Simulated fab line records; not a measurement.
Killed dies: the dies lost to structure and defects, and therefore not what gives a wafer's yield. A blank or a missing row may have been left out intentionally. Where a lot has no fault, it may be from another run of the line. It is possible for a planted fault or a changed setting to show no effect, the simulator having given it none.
Chamber matching	flow n5_finfet	rie_diel-03 running N5_SD_EPI_P_DESCUM_14: 4 sister chambers
The step chemistry O2, time 7.9 s. 8 wafers are shown with their chamber, then 9 later ones without.

## WAFERS PAIRED WITH THEIR CHAMBERS
wafer	chamber	showerhead_plenum_p_Torr (Torr)	throttle_valve_pct (%)
L075.5	0	2.20	20.24
L081.2	2	2.10	20.42
L081.3	1	2.10	20.81
L085.3	1	2.10	20.81
L085.6	3	2.24	20.24
L086.1	2	2.10	20.45
L086.3	3	2.24	20.24
L086.4	0	2.19	20.27

## WAFERS WHOSE CHAMBER IS MISSING
wafer	showerhead_plenum_p_Torr (Torr)	throttle_valve_pct (%)
L089.4	2.10	20.82
L089.5	2.10	20.83
L089.6	2.19	20.27
L092.2	2.19	20.29
L092.5	2.09	20.83
L092.6	2.19	20.28
L096.1	2.18	20.30
L096.3	2.10	20.46
L096.4	2.09	20.84

## WHICH CHAMBER EACH WENT THROUGH
wafer	from the rows above	in truth
L089.4	1	1
L089.5	1	1
L089.6	0	0
L092.2	0	0
L092.5	1	1
L092.6	0	0
L096.1	0	0
L096.3	2	2
L096.4	1	1
Correctly placed: 9 of 9. Not placeable from these rows: 0. Wrongly placed: 0.
How it was worked out, from the rows above alone: a wafer's distance from a chamber is the root of the sum, over the readings, of the square of ((its reading less the chamber's mean) divided by the reading's scatter). The wafer belongs to the nearest chamber; if the next one is less than 2 further off, it can't be placed. For every chamber, the mean is computed from those of its wafers that are shown. The scatter: take each reading less its chamber's mean, square it, sum over the shown wafers, divide by the number of wafers less the number of chambers, and take the root.
